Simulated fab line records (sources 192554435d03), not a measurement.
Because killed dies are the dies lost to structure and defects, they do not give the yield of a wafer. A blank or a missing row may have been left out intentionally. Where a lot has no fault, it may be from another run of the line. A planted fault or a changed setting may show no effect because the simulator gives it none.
Which tool did it? + flow n5-finfet + 30 wafers from 11 lots sampled at 3 of the route's 1938 steps

== WHAT THE GAUGES SHOWED, per wafer ==
N5_BEOL_M14_CD_MEAS_28: target cd 284.4 nm.
| lot  | measured     | on        | cd-nm (nm)        |
|------|--------------|-----------|-------------------|
| L756 | day 10 23:07 | cd-sem-02 | 284.8 287.0 284.3 |
| L757 | day 11 08:39 | cd-sem-01 | 285.3 286.3       |
| L759 | day 12 03:36 | cd-sem-01 | 284.4 282.3 285.7 |
| L763 | day 12 21:48 | cd-sem-01 | 287.8 293.1       |
| L764 | day 13 18:08 | cd-sem-02 | 286.1 295.2       |
| L774 | day 15 22:37 | cd-sem-03 | 286.0 284.4 285.1 |
| L775 | day 16 18:05 | cd-sem-02 | 283.8 284.8 286.6 |
| L777 | day 16 18:40 | cd-sem-02 | 283.5 282.9 281.1 |
| L776 | day 16 22:01 | cd-sem-02 | 286.1 284.1 284.1 |
| L779 | day 16 22:41 | cd-sem-03 | 285.7 285.2 285.2 |
| L778 | day 17 08:19 | cd-sem-03 | 283.9 287.1 284.3 |

== EACH LOT AND THE TOOL THAT RAN IT (in order: tool; ch and the chambers of the sampled wafers; start) ==
| lot  | N5_BEOL_M14_DESCUM_15              | N5_BEOL_M14_EXPOSE_25             |
|------|------------------------------------|-----------------------------------|
| L756 | rie-diel-03 ch 0,1,3, day 10 22:21 | krf-scanner-02 ch 0, day 10 22:57 |
| L757 | rie-diel-04 ch 0,1, day 11 07:46   | krf-scanner-01 ch 0, day 11 08:29 |
| L759 | rie-diel-04 ch 0,1,3, day 12 02:43 | krf-scanner-01 ch 0, day 12 03:26 |
| L763 | rie-diel-03 ch 2,3, day 12 21:02   | krf-scanner-01 ch 0, day 12 21:38 |
| L764 | rie-diel-04 ch 2,3, day 13 17:15   | krf-scanner-01 ch 0, day 13 17:58 |
| L774 | rie-diel-06 ch 2,3, day 15 21:43   | krf-scanner-02 ch 0, day 15 22:26 |
| L775 | rie-diel-06 ch 1,2,3, day 16 17:13 | krf-scanner-01 ch 0, day 16 17:55 |
| L777 | rie-diel-06 ch 1,2,3, day 16 17:46 | krf-scanner-02 ch 0, day 16 18:29 |
| L776 | rie-diel-06 ch 1,2, day 16 21:15   | krf-scanner-02 ch 0, day 16 21:50 |
| L779 | rie-diel-03 ch 0,1, day 16 21:48   | krf-scanner-01 ch 0, day 16 22:31 |
| L778 | rie-diel-04 ch 1,2, day 17 07:33   | krf-scanner-01 ch 0, day 17 08:09 |
- N5_BEOL_M14_DESCUM_15: chemistry O2, time 7.9 s.
- N5_BEOL_M14_EXPOSE_25: exposes mask M14, target cd 280 nm.

== THE ANSWER, worked out from the rows above alone ==
Rule: what is usual is taken from the lots themselves. The widest of any qualifying gaps counts: lots, ordered by their means at a reading, are off when they make up no more than a third of the lots, leave a main group of 4 or more, and stand apart from it by 3 or more times the standard deviation of that group's means. A main group whose means are all the same, to the digits that the tables above print for the reading, isn't used. A lot without any number at a reading at which 4 lots or more have one is off too. The other lots that the step has rows for count as sound.
Off, at N5_BEOL_M14_CD_MEAS_28 on cd-nm: L763, L764. For the main group the mean is 284.8 nm and the standard deviation 0.92.
If a tool, at a process step before that reading, ran all the lots that are off and no sound lot after the first of them, it fits. Those tools and the gauges at N5_BEOL_M14_CD_MEAS_28 are tried in the same way. None of those tried fits.

== WHAT HAD BEEN PUT IN BY THE SIMULATOR ==
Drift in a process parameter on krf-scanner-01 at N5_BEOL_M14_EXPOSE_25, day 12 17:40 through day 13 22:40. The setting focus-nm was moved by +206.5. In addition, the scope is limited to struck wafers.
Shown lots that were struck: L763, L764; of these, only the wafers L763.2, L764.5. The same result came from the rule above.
